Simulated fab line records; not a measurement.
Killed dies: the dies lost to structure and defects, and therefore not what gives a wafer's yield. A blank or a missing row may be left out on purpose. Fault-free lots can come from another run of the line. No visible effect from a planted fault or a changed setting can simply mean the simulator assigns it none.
Chamber matching    flow n5-finfet    4 sister chambers for N5_BEOL_M7_CMP_52 on cmp-01
The step polishes, stops on SiCOH lowk, t overpolish 6.9 s, target thk 80 nm. 8 wafers are shown with their chamber, then 6 later ones without.

## EACH WAFER AND ITS CHAMBER
wafer   chamber  motor-current-A (A)  time-to-endpoint-s (s)
L083.3  2        4.9                  66.3
L087.4  2        5.0                  64.6
L090.4  0        7.0                  63.8
L091.1  0        6.7                  62.7
L091.2  1        4.8                  60.1
L091.4  3        6.8                  62.0
L093.3  3        6.4                  62.9
L093.4  1        5.3                  61.3

## WAFERS MISSING THEIR CHAMBER
wafer   motor-current-A (A)  time-to-endpoint-s (s)
L092.1  7.0                  63.4
L092.3  5.1                  61.6
L096.2  6.7                  60.7
L096.3  6.8                  64.1
L095.1  6.9                  62.1
L095.4  5.3                  58.7

## EACH ONE'S CHAMBER
wafer    from the rows above       in truth
L092.1   can't be placed: 0 or 3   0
L092.3   1                         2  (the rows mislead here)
L096.2   can't be placed: 3 or 0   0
L096.3   can't be placed: 0 or 3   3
L095.1   can't be placed: 3 or 0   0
L095.4   1                         1
Correctly placed: 1 of 6. Cannot be placed on the basis of these rows: 4; the candidates contain the true chamber in 4. 1 placed wrongly.
How it was worked out, from the rows above alone: a wafer's distance from a chamber is the root of the sum, over the readings, of the square of ((its reading less the chamber's mean) divided by the reading's scatter). If the next closest chamber is less than 2 further off than the closest, the wafer can't be placed; otherwise it belongs to the closest. A chamber's mean is the mean of its shown wafers. The scatter: take each reading less its chamber's mean, square it, sum over the shown wafers, divide by the number of wafers less the number of chambers, and take the root.
